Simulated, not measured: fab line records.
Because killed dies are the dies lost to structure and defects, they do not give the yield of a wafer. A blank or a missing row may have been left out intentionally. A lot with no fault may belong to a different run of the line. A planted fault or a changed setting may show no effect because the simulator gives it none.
Lot-split experiment :: flow n5 finfet :: 7 lots, 21 wafers read, on a route of 1938 steps

== ON THE SPLIT ==
At N5_BEOL_M2_ETCH_74 (etches underlayer in N2/H2, target depth 6.5 nm, time 5.2 s), the setting source w was moved away from the recipe's 840 W on 5 of the 21 wafers read, by -7.0% to +14.8%. All remaining wafers had this setting at the recipe value.

The reading comes from the split's own step.

== THE READING ==
rf vpp V, in V, at N5_BEOL_M2_ETCH_74 (etches underlayer in N2/H2, target depth 6.5 nm, time 5.2 s). A value of 523 V with a standard deviation of 3.2 V is what fault-free wafers of this fab line usually give.

wafer: L074.2
tool, chamber at the split: rie diel-05, 3
source w as run, W: 879.4
against the recipe: +4.7%
rf vpp V, V: 515
against lot-mates on the recipe: -2

wafer: L074.3
tool, chamber at the split: rie diel-05, 2
source w as run, W: 840
against the recipe: recipe
rf vpp V, V: 517
against lot-mates on the recipe: -

wafer: L074.5
tool, chamber at the split: rie diel-05, 1
source w as run, W: 879.4
against the recipe: +4.7%
rf vpp V, V: 518
against lot-mates on the recipe: +1

wafer: L075.3
tool, chamber at the split: rie diel-02, 3
source w as run, W: 840
against the recipe: recipe
rf vpp V, V: 521
against lot-mates on the recipe: -

wafer: L075.4
tool, chamber at the split: rie diel-02, 2
source w as run, W: 840
against the recipe: recipe
rf vpp V, V: 521
against lot-mates on the recipe: -

wafer: L075.5
tool, chamber at the split: rie diel-02, 3
source w as run, W: 840
against the recipe: recipe
rf vpp V, V: 524
against lot-mates on the recipe: -

wafer: L078.1
tool, chamber at the split: rie diel-04, 2
source w as run, W: 781.3
against the recipe: -7.0%
rf vpp V, V: 537
against lot-mates on the recipe: +10

wafer: L078.3
tool, chamber at the split: rie diel-04, 0
source w as run, W: 840
against the recipe: recipe
rf vpp V, V: 526
against lot-mates on the recipe: -

wafer: L078.4
tool, chamber at the split: rie diel-04, 0
source w as run, W: 840
against the recipe: recipe
rf vpp V, V: 529
against lot-mates on the recipe: -

wafer: L080.1
tool, chamber at the split: rie diel-04, 0
source w as run, W: 840
against the recipe: recipe
rf vpp V, V: 530
against lot-mates on the recipe: -

wafer: L080.4
tool, chamber at the split: rie diel-04, 1
source w as run, W: 840
against the recipe: recipe
rf vpp V, V: 526
against lot-mates on the recipe: -

wafer: L080.6
tool, chamber at the split: rie diel-04, 3
source w as run, W: 790.1
against the recipe: -5.9%
rf vpp V, V: 535
against lot-mates on the recipe: +7

wafer: L086.3
tool, chamber at the split: rie diel-02, 0
source w as run, W: 840
against the recipe: recipe
rf vpp V, V: 519
against lot-mates on the recipe: -

wafer: L086.5
tool, chamber at the split: rie diel-02, 3
source w as run, W: 840
against the recipe: recipe
rf vpp V, V: 525
against lot-mates on the recipe: -

wafer: L086.6
tool, chamber at the split: rie diel-02, 0
source w as run, W: 964.2
against the recipe: +14.8%
rf vpp V, V: 497
against lot-mates on the recipe: -25

wafer: L091.1
tool, chamber at the split: rie diel-05, 3
source w as run, W: 840
against the recipe: recipe
rf vpp V, V: 522
against lot-mates on the recipe: -

wafer: L091.2
tool, chamber at the split: rie diel-05, 0
source w as run, W: 840
against the recipe: recipe
rf vpp V, V: 524
against lot-mates on the recipe: -

wafer: L091.4
tool, chamber at the split: rie diel-05, 2
source w as run, W: 840
against the recipe: recipe
rf vpp V, V: 517
against lot-mates on the recipe: -

wafer: L097.1
tool, chamber at the split: rie diel-05, 2
source w as run, W: 840
against the recipe: recipe
rf vpp V, V: 519
against lot-mates on the recipe: -

wafer: L097.3
tool, chamber at the split: rie diel-05, 1
source w as run, W: 840
against the recipe: recipe
rf vpp V, V: 527
against lot-mates on the recipe: -

wafer: L097.5
tool, chamber at the split: rie diel-05, 3
source w as run, W: 840
against the recipe: recipe
rf vpp V, V: 521
against lot-mates on the recipe: -

FIT RESULTS
A straight line over all 21 wafers: rf vpp V changes by -1.78 V for each +1% of source w; r = -0.90; the points scatter about the line by 3.7 V.
The same after taking each lot's own level away (the mean of its wafers on the recipe; 21 wafers): -1.4 V for each +1%; r = -0.88; scatter 3.2 V.
According to that fit, moving source w by its largest amount changes the reading by 21 V.
The lots' own levels span 517.0 to 528.0 V, that is 3.4 times the standard deviation above.
In other words, the slope is changed by the lot-to-lot level; the two fits disagree.
Check: for one of the wafers moved furthest among these (+14.8%), held out of the fit, the line's prediction against its lot-mates is -12.1 V. It came out at -25 V against them.
Tool readings at the split's step, against how far the setting was moved: rf vpp V r = -0.90.

== THESE WAFERS: OTHER SPLITS ==
These wafers also went through other splits before the reading. Each is held against what the fit with the lots' levels taken away leaves over:
other split on the same wafers: N5_BEOL_M0_SAQP_SPACER1_ALD_98 ald cycles
wafers away from the commonest value: 8
r with rf vpp V (lot level and that fit taken away): -0.05

other split on the same wafers: N5_BEOL_M0_SAQP_ETCH_107 bias w
wafers away from the commonest value: 5
r with rf vpp V (lot level and that fit taken away): -0.02

other split on the same wafers: N5_BEOL_M1_COAT_61 spin rpm
wafers away from the commonest value: 6
r with rf vpp V (lot level and that fit taken away): -0.01

other split on the same wafers: N5_BEOL_M1_COAT_62 spin rpm
wafers away from the commonest value: 3
r with rf vpp V (lot level and that fit taken away): -0.08

other split on the same wafers: N5_BEOL_M1_ETCH_64 source w
wafers away from the commonest value: 6
r with rf vpp V (lot level and that fit taken away): +0.00

other split on the same wafers: N5_BEOL_M2_COAT_62 spin rpm
wafers away from the commonest value: 7
r with rf vpp V (lot level and that fit taken away): +0.19

== THE FILE'S OWN FIT ==
rf vpp V changes by -1.5 V for each +1% of source w, r = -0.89.
